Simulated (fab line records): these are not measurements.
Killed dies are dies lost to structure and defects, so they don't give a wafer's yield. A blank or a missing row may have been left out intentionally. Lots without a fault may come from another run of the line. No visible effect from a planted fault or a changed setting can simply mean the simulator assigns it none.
Which tool is to blame? | flow n5_finfet | 72 wafers from 24 lots sampled at 6 of the route's 1938 steps

== WHAT EACH GAUGE READ, for each wafer ==
N5_BEOL_M12_INSPECT_12: inspects for defects (macro). Usual: raw_defect_count reads 2.0 (standard deviation 1.4).
lot  | measured     | on                | raw_defect_count | flag
L075 | day 10 15:31 | defect_inspect-01 | 4 4 3            |
L074 | day 11 02:58 | defect_inspect-01 | 2 3 2            |
L076 | day 11 03:23 | defect_inspect-02 | 1 1 2            |
L078 | day 11 22:07 | defect_inspect-02 | 1 2 1            |
L077 | day 12 00:08 | defect_inspect-02 | 0 2 0            |
L080 | day 12 00:21 | defect_inspect-02 | 5 4 1            |
L079 | day 12 04:11 | defect_inspect-02 | 3 5 0            |
L081 | day 12 07:14 | defect_inspect-02 | 3 2 1            |
L082 | day 12 22:07 | defect_inspect-01 | 1 0 4            |
L083 | day 13 11:00 | defect_inspect-02 | 2 3 2            |
L085 | day 13 10:50 | defect_inspect-01 | 1 2 0            |
L084 | day 13 10:28 | defect_inspect-01 | 0 0 2            |
L086 | day 13 14:54 | defect_inspect-02 | 3 1 1            |
L087 | day 13 17:38 | defect_inspect-01 | 2 4 1            |
L088 | day 14 00:28 | defect_inspect-01 | 2 1 2            |
L091 | day 14 23:30 | defect_inspect-01 | 2 1 2            |
L089 | day 15 02:57 | defect_inspect-02 | 2 3 2            |
L090 | day 15 05:13 | defect_inspect-01 | 1 3 2            |
L093 | day 15 07:49 | defect_inspect-01 | 4 4 1            |
L092 | day 15 13:25 | defect_inspect-01 | 4 3 0            |
L095 | day 16 06:37 | defect_inspect-02 | 3 1 3            |
L094 | day 16 07:06 | defect_inspect-01 | 4 1 3            |
L096 | day 16 12:08 | defect_inspect-02 | 3 2 4            |
L097 | day 16 13:37 | defect_inspect-01 | 1 5 2            |

N5_BEOL_M12_INSPECT_30: inspects for defects (macro). Usual: raw_defect_count reads 2.0 (standard deviation 1.4).
lot  | measured     | on                | raw_defect_count | flag
L075 | day 10 16:32 | defect_inspect-01 | 0 1 2            |
L074 | day 11 03:59 | defect_inspect-02 | 3 1 3            |
L076 | day 11 04:18 | defect_inspect-01 | 3 1 1            |
L078 | day 11 23:02 | defect_inspect-01 | 3 5 6            |
L077 | day 12 01:10 | defect_inspect-02 | 1 1 2            |
L080 | day 12 01:29 | defect_inspect-01 | 3 2 3            |
L079 | day 12 05:06 | defect_inspect-02 | 2 1 5            |
L081 | day 12 08:10 | defect_inspect-01 | 1 0 2            |
L082 | day 12 23:13 | defect_inspect-02 | 1 2 1            |
L083 | day 13 12:13 | defect_inspect-02 | 1 0 2            |
L085 | day 13 11:53 | defect_inspect-02 | 1 1 2            |
L084 | day 13 11:31 | defect_inspect-02 | 2 2 2            |
L086 | day 13 16:01 | defect_inspect-01 | 5 2 3            |
L087 | day 13 18:32 | defect_inspect-01 | 2 2 1            |
L088 | day 14 01:25 | defect_inspect-02 | 1 2 0            |
L091 | day 15 00:49 | defect_inspect-02 | 1 1 6            |
L089 | day 15 04:04 | defect_inspect-02 | 5 2 4            |
L090 | day 15 07:11 | defect_inspect-01 | 5 1 2            |
L093 | day 15 08:53 | defect_inspect-01 | 2 3 2            |
L092 | day 15 15:32 | defect_inspect-02 | 1 1 1            |
L095 | day 16 07:38 | defect_inspect-01 | 3 2 2            |
L094 | day 16 08:02 | defect_inspect-01 | 2 3 2            |
L096 | day 16 13:11 | defect_inspect-01 | 3 0 0            |
L097 | day 16 14:35 | defect_inspect-02 | 3 4 3            |

N5_BEOL_M12_THK_MEAS_50: measures by xrf. Usual: M12_THK 337 nm, standard deviation 5.9.
lot  | measured     | on            | M12_THK (nm) | flag
L075 | day 10 20:53 | film_metro-01 | 343 341 338  |
L074 | day 11 08:16 | film_metro-02 | 341 346 336  |
L076 | day 11 12:39 | film_metro-02 | 340 334 332  |
L078 | day 12 03:55 | film_metro-01 | 333 333 330  |
L077 | day 12 04:16 | film_metro-01 | 338 335 336  |
L080 | day 12 04:31 | film_metro-01 | 334 344 337  |
L079 | day 12 09:50 | film_metro-01 | 335 333 340  |
L081 | day 12 10:38 | film_metro-02 | 337 339 341  |
L082 | day 13 03:00 | film_metro-01 | 353 339 341  |
L083 | day 13 17:17 | film_metro-01 | 345 345 343  |
L085 | day 13 16:24 | film_metro-02 | 336 345 333  |
L084 | day 13 14:58 | film_metro-01 | 339 350 343  |
L086 | day 13 23:20 | film_metro-01 | 339 342 335  |
L087 | day 14 01:38 | film_metro-02 | 326 336 327  |
L088 | day 14 07:53 | film_metro-01 | 337 339 329  |
L091 | day 15 06:44 | film_metro-02 | 337 322 344  |
L089 | day 15 06:49 | film_metro-01 | 340 348 331  |
L090 | day 15 10:16 | film_metro-01 | 323 331 337  |
L093 | day 15 13:55 | film_metro-02 | 335 338 323  |
L092 | day 15 19:40 | film_metro-02 | 344 342 337  |
L095 | day 16 11:17 | film_metro-02 | 332 329 336  |
L094 | day 16 11:32 | film_metro-02 | 336 346 336  |
L096 | day 16 19:22 | film_metro-02 | 338 345 344  |
L097 | day 16 20:23 | film_metro-02 | 324 333 340  |

== WHICH TOOL RAN EACH LOT (tool, then ch and the chambers of the sampled wafers, then the start) ==
lot  | N5_BEOL_M11_ETCH_61                | N5_BEOL_M11_DESCUM_33              | N5_BEOL_M12_DESCUM_15
L075 | rie_diel-01 ch 2,3, day 10 10:28   | rie_diel-01 ch 0,1,2, day 10 11:32 | rie_diel-06 ch 0,1,3, day 10 15:32
L074 | rie_diel-04 ch 0,1,3, day 10 19:02 | rie_diel-01 ch 0,2,3, day 10 22:15 | rie_diel-06 ch 1,2, day 11 02:59
L076 | rie_diel-04 ch 0,2,3, day 10 19:23 | rie_diel-01 ch 0,1,2, day 10 22:43 | rie_diel-06 ch 0,1,2, day 11 03:25
L078 | rie_diel-01 ch 0,3, day 11 16:14   | rie_diel-04 ch 1,2,3, day 11 18:14 | rie_diel-02 ch 1,3, day 11 22:09
L077 | rie_diel-04 ch 1,2, day 11 19:32   | rie_diel-04 ch 1,2,3, day 11 20:22 | rie_diel-03 ch 0,1,3, day 12 00:10
L080 | rie_diel-04 ch 1,2,3, day 11 19:49 | rie_diel-05 ch 1,3, day 11 20:45   | rie_diel-06 ch 0,2,3, day 12 00:29
L079 | rie_diel-04 ch 1,2, day 11 22:58   | rie_diel-01 ch 1,2,3, day 12 00:07 | rie_diel-06 ch 1,2, day 12 04:14
L081 | rie_diel-01 ch 1,3, day 12 02:55   | rie_diel-05 ch 0,2,3, day 12 03:50 | rie_diel-03 ch 0,1,3, day 12 07:17
L082 | rie_diel-01 ch 0,1,3, day 12 16:37 | rie_diel-05 ch 0,1,2, day 12 17:57 | rie_diel-02 ch 0,1,2, day 12 22:13
L083 | rie_diel-05 ch 0,1, day 13 05:21   | rie_diel-04 ch 1,2,3, day 13 07:09 | rie_diel-02 ch 1,2,3, day 13 11:13
L085 | rie_diel-04 ch 2,3, day 13 05:35   | rie_diel-05 ch 0,1,3, day 13 07:01 | rie_diel-02 ch 0,2,3, day 13 10:53
L084 | rie_diel-05 ch 1,2,3, day 13 05:43 | rie_diel-04 ch 1,2,3, day 13 06:41 | rie_diel-02 ch 0,2, day 13 10:38
L086 | rie_diel-05 ch 0,1, day 13 07:52   | rie_diel-05 ch 0,1,2, day 13 11:09 | rie_diel-02 ch 2,3, day 13 14:56
L087 | rie_diel-01 ch 1,2,3, day 13 12:15 | rie_diel-04 ch 1,2,3, day 13 13:10 | rie_diel-03 ch 0,1,3, day 13 17:40
L088 | rie_diel-05 ch 1,3, day 13 17:20   | rie_diel-04 ch 0,1,2, day 13 20:18 | rie_diel-02 ch 2,3, day 14 00:32
L091 | rie_diel-04 ch 1,2,3, day 14 17:24 | rie_diel-04 ch 0,1,2, day 14 19:39 | rie_diel-03 ch 1,2,3, day 14 23:56
L089 | rie_diel-05 ch 1,2, day 14 21:18   | rie_diel-01 ch 0,1,2, day 14 22:20 | rie_diel-03 ch 0,2, day 15 03:03
L090 | rie_diel-01 ch 0,1,2, day 14 21:41 | rie_diel-05 ch 1,2,3, day 14 23:53 | rie_diel-06 ch 0,1,3, day 15 06:11
L093 | rie_diel-05 ch 1,3, day 15 01:10   | rie_diel-01 ch 2,3, day 15 03:57   | rie_diel-03 ch 0,2,3, day 15 07:53
L092 | rie_diel-05 ch 1,3, day 15 05:07   | rie_diel-05 ch 1,3, day 15 08:58   | rie_diel-03 ch 0,2,3, day 15 14:32
L095 | rie_diel-04 ch 1,2,3, day 16 00:59 | rie_diel-04 ch 1,2, day 16 02:47   | rie_diel-06 ch 1,2, day 16 06:44
L094 | rie_diel-05 ch 0,3, day 16 01:13   | rie_diel-01 ch 1,2, day 16 03:26   | rie_diel-06 ch 0,1, day 16 07:08
L096 | rie_diel-05 ch 0,1, day 16 05:24   | rie_diel-01 ch 1,3, day 16 07:20   | rie_diel-02 ch 2,3, day 16 12:11
L097 | rie_diel-04 ch 0,1,2, day 16 08:23 | rie_diel-01 ch 0,2,3, day 16 09:44 | rie_diel-02 ch 0,2,3, day 16 13:42
- N5_BEOL_M11_ETCH_61: etches SiARC in CF4, target depth 39 nm, time 65 s.
- N5_BEOL_M11_DESCUM_33: chemistry O2, time 7.9 s.
- N5_BEOL_M12_DESCUM_15: chemistry O2, time 7.9 s.

== AS READ BY THE TOOLS THEMSELVES (means over the sampled wafers that have a number; for cases with no such wafer, the mark the record gives instead) ==
N5_BEOL_M11_ETCH_61. Usual: bias_w 36.00 W, standard deviation 0.11; drypump_motor_current_A 5.8 A, standard deviation 0.51; etch_rf_on_time_s 64.9 s, standard deviation 1.6; oes_product_au 0.67 a.u., standard deviation 0.071; rf_vpp_V 183.9 V, standard deviation 1.1; showerhead_plenum_p_Torr 2.14 Torr, standard deviation 0.064; throttle_valve_pct 15.6 %, standard deviation 0.31.
lot  | tool        | bias_w (W) | drypump_motor_current_A (A) | etch_rf_on_time_s (s) | oes_product_au (a.u.) | rf_vpp_V (V) | showerhead_plenum_p_Torr (Torr) | throttle_valve_pct (%) | flag
L075 | rie_diel-01 | 36.04      | 5.3                         | 64.4                  | 0.76                  | 183.7        | 2.11                            | 15.5                   |
L074 | rie_diel-04 | 36.03      | 5.8                         | 64.6                  | 0.70                  | 184.1        | 2.18                            | 15.5                   |
L076 | rie_diel-04 | 35.88      | 6.1                         | 64.2                  | 0.69                  | 183.8        | 2.15                            | 15.6                   |
L078 | rie_diel-01 | 36.01      | 6.2                         | 63.6                  | 0.72                  | 184.6        | 2.21                            | 15.6                   |
L077 | rie_diel-04 | 35.95      | 6.2                         | 65.4                  | 0.62                  | 183.8        | 2.09                            | 15.9                   |
L080 | rie_diel-04 | 36.00      | 5.8                         | 64.4                  | 0.69                  | 184.3        | 2.13                            | 15.6                   |
L079 | rie_diel-04 | 35.98      | 6.2                         | 65.9                  | 0.62                  | 182.6        | 2.09                            | 15.9                   |
L081 | rie_diel-01 | 36.03      | 5.3                         | 61.4                  | 0.72                  | 184.8        | 2.16                            | 15.5                   |
L082 | rie_diel-01 | 35.98      | 5.8                         | 63.1                  | 0.71                  | 184.8        | 2.18                            | 15.5                   |
L083 | rie_diel-05 | 36.01      | 5.7                         | 67.2                  | 0.61                  | 183.5        | 2.11                            | 15.7                   |
L085 | rie_diel-04 | 35.96      | 6.1                         | 65.2                  | 0.67                  | 182.8        | 2.10                            | 15.7                   |
L084 | rie_diel-05 | 36.06      | 5.8                         | 65.4                  | 0.63                  | 183.2        | 2.11                            | 15.8                   |
L086 | rie_diel-05 | 35.97      | 5.8                         | 66.5                  | 0.62                  | 183.9        | 2.11                            | 15.8                   |
L087 | rie_diel-01 | 35.96      | 5.3                         | 63.5                  | 0.72                  | 183.8        | 2.13                            | 15.5                   |
L088 | rie_diel-05 | 35.98      | 6.1                         | 65.5                  | 0.65                  | 184.4        | 2.12                            | 16.0                   |
L091 | rie_diel-04 | 35.93      | 5.8                         | 65.1                  | 0.66                  | 184.3        | 2.13                            | 15.6                   |
L089 | rie_diel-05 | 36.05      | 5.6                         | 66.3                  | 0.60                  | 183.4        | 2.06                            | 15.8                   |
L090 | rie_diel-01 | 36.05      | 5.9                         | 64.9                  | 0.70                  | 184.3        | 2.15                            | 15.4                   |
L093 | rie_diel-05 | 36.06      | 5.9                         | 67.1                  | 0.61                  | 182.8        | 2.07                            | 16.0                   |
L092 | rie_diel-05 | 36.01      | 6.0                         | 66.5                  | 0.61                  | 182.4        | 2.07                            | 16.0                   |
L095 | rie_diel-04 | 35.94      | 5.8                         | 65.1                  | 0.66                  | 184.1        | 2.12                            | 15.7                   |
L094 | rie_diel-05 | 35.90      | 6.0                         | 64.4                  | 0.65                  | 185.2        | 2.18                            | 15.9                   |
L096 | rie_diel-05 | 36.02      | 5.7                         | 66.1                  | 0.62                  | 184.1        | 2.17                            | 15.6                   |
L097 | rie_diel-04 | 35.97      | 6.2                         | 65.1                  | 0.66                  | 183.4        | 2.12                            | 15.7                   |

N5_BEOL_M11_DESCUM_33. Usual: bias_power_w 20.00 W, standard deviation 0.063; drypump_motor_current_A 5.8 A, standard deviation 0.52; oes_product_au 0.80 a.u., standard deviation 0.073; rf_vpp_V 243.3 V, standard deviation 1.2; showerhead_plenum_p_Torr 2.09 Torr, standard deviation 0.065; throttle_valve_pct 20.44 %, standard deviation 0.3.
lot  | tool        | bias_power_w (W) | drypump_motor_current_A (A) | oes_product_au (a.u.) | rf_vpp_V (V) | showerhead_plenum_p_Torr (Torr) | throttle_valve_pct (%) | flag
L075 | rie_diel-01 | 19.94            | 5.8                         | 0.87                  | 242.3        | 2.13                            | 20.29                  |
L074 | rie_diel-01 | 20.04            | 5.8                         | 0.86                  | 243.0        | 2.13                            | 20.49                  |
L076 | rie_diel-01 | 19.96            | 5.8                         | 0.87                  | 243.5        | 2.13                            | 20.30                  |
L078 | rie_diel-04 | 20.06            | 5.8                         | 0.80                  | 243.5        | 2.07                            | 20.37                  |
L077 | rie_diel-04 | 20.00            | 5.8                         | 0.80                  | 242.5        | 2.07                            | 20.37                  |
L080 | rie_diel-05 | 19.95            | 6.1                         | 0.77                  | 243.3        | 2.07                            | 20.78                  |
L079 | rie_diel-01 | 20.00            | 5.4                         | 0.85                  | 243.4        | 2.10                            | 20.39                  |
L081 | rie_diel-05 | 20.01            | 5.7                         | 0.76                  | 243.7        | 2.12                            | 20.43                  |
L082 | rie_diel-05 | 20.02            | 5.6                         | 0.73                  | 243.2        | 2.08                            | 20.41                  |
L083 | rie_diel-04 | 19.98            | 5.8                         | 0.78                  | 243.6        | 2.07                            | 20.38                  |
L085 | rie_diel-05 | 20.00            | 5.9                         | 0.75                  | 244.1        | 2.09                            | 20.60                  |
L084 | rie_diel-04 | 19.98            | 5.8                         | 0.79                  | 243.4        | 2.07                            | 20.38                  |
L086 | rie_diel-05 | 20.04            | 5.6                         | 0.74                  | 242.5        | 2.08                            | 20.42                  |
L087 | rie_diel-04 | 20.01            | 5.8                         | 0.78                  | 243.7        | 2.07                            | 20.39                  |
L088 | rie_diel-04 | 20.02            | 6.2                         | 0.80                  | 242.2        | 2.07                            | 20.51                  |
L091 | rie_diel-04 | 20.09            | 6.2                         | 0.79                  | 242.7        | 2.07                            | 20.53                  |
L089 | rie_diel-01 | 20.05            | 5.8                         | 0.84                  | 243.8        | 2.12                            | 20.33                  |
L090 | rie_diel-05 | 20.00            | 5.8                         | 0.73                  | 242.5        | 2.05                            | 20.65                  |
L093 | rie_diel-01 | 19.97            | 5.3                         | 0.83                  | 242.3        | 2.06                            | 20.54                  |
L092 | rie_diel-05 | 19.99            | 6.1                         | 0.74                  | 243.0        | 2.06                            | 20.83                  |
L095 | rie_diel-04 | 19.95            | 6.1                         | 0.71                  | 242.3        | 2.02                            | 20.72                  |
L094 | rie_diel-01 | 20.05            | 5.4                         | 0.83                  | 242.7        | 2.06                            | 20.35                  |
L096 | rie_diel-01 | 20.02            | 5.3                         | 0.80                  | 244.5        | 2.12                            | 20.50                  |
L097 | rie_diel-01 | 20.04            | 5.8                         | 0.81                  | 243.1        | 2.12                            | 20.55                  |

N5_BEOL_M12_DESCUM_15. Usual: bias_power_w 20.00 W, standard deviation 0.055; drypump_motor_current_A 5.7 A, standard deviation 0.43; oes_product_au 0.82 a.u., standard deviation 0.058; rf_vpp_V 243.6 V, standard deviation 1.3; showerhead_plenum_p_Torr 2.12 Torr, standard deviation 0.069; throttle_valve_pct 20.33 %, standard deviation 0.25.
lot  | tool        | bias_power_w (W) | drypump_motor_current_A (A) | oes_product_au (a.u.) | rf_vpp_V (V) | showerhead_plenum_p_Torr (Torr) | throttle_valve_pct (%) | flag
L075 | rie_diel-06 | 20.04            | 6.0                         | 0.80                  | 244.3        | 2.15                            | 20.25                  |
L074 | rie_diel-06 | 19.96            | 5.8                         | 0.79                  | 242.6        | 2.06                            | 20.35                  |
L076 | rie_diel-06 | 20.00            | 5.8                         | 0.81                  | 243.8        | 2.12                            | 20.22                  |
L078 | rie_diel-02 | 19.98            | 5.4                         | 0.87                  | 243.9        | 2.12                            | 20.00                  |
L077 | rie_diel-03 | 20.00            | 5.8                         | 0.82                  | 243.7        | 2.15                            | 20.49                  |
L080 | rie_diel-06 | 20.00            | 5.7                         | 0.81                  | 244.3        | 2.17                            | 20.09                  |
L079 | rie_diel-06 | 19.97            | 5.8                         | 0.78                  | 243.0        | 2.06                            | 20.37                  |
L081 | rie_diel-03 | 20.02            | 5.8                         | 0.82                  | 244.1        | 2.15                            | 20.50                  |
L082 | rie_diel-02 | 19.95            | 5.9                         | 0.90                  | 243.8        | 2.07                            | 20.27                  |
L083 | rie_diel-02 | 20.02            | 5.4                         | 0.87                  | 242.2        | 2.09                            | 20.13                  |
L085 | rie_diel-02 | 19.94            | 5.7                         | 0.85                  | 243.1        | 2.06                            | 20.36                  |
L084 | rie_diel-02 | 20.05            | 6.2                         | 0.89                  | 242.6        | 2.03                            | 20.50                  |
L086 | rie_diel-02 | 19.96            | 5.1                         | 0.82                  | 243.4        | 2.09                            | 20.22                  |
L087 | rie_diel-03 | 20.03            | 5.8                         | 0.81                  | 243.2        | 2.15                            | 20.52                  |
L088 | rie_diel-02 | 20.03            | 5.1                         | 0.81                  | 243.0        | 2.09                            | 20.22                  |
L091 | rie_diel-03 | 19.99            | 5.6                         | 0.81                  | 244.5        | 2.18                            | 20.50                  |
L089 | rie_diel-03 | 19.99            | 5.7                         | 0.80                  | 243.5        | 2.16                            | 20.66                  |
L090 | rie_diel-06 | 20.02            | 6.0                         | 0.77                  | 244.3        | 2.13                            | 20.32                  |
L093 | rie_diel-03 | 19.95            | 5.8                         | 0.78                  | 244.3        | 2.13                            | 20.58                  |
L092 | rie_diel-03 | 20.02            | 5.7                         | 0.79                  | 243.1        | 2.12                            | 20.60                  |
L095 | rie_diel-06 | 20.01            | 5.8                         | 0.74                  | 242.6        | 2.05                            | 20.43                  |
L094 | rie_diel-06 | 19.97            | 6.1                         | 0.74                  | 242.6        | 2.08                            | 20.48                  |
L096 | rie_diel-02 | 20.03            | 5.1                         | 0.80                  | 242.6        | 2.09                            | 20.25                  |
L097 | rie_diel-02 | 19.97            | 5.7                         | 0.82                  | 243.3        | 2.06                            | 20.38                  |

== THE ANSWER, worked out from the rows above alone ==
Rule: lot off if the mean of its wafers having a number is beyond 3 standard deviations from the usual mean. A lot without any number at a reading at which 4 lots or more have one is off too. The other lots that the step has rows for count as sound. First the gauges in route order, then the tools' own readings, where a lot's mean is used as printed above. The first step at which some lot is off is used, and at that step the reading that is off furthest; a lot without a number counts as furthest.
None of the lots is off at any reading shown; this tells nothing.

== WHAT HAD BEEN PUT IN BY THE SIMULATOR ==
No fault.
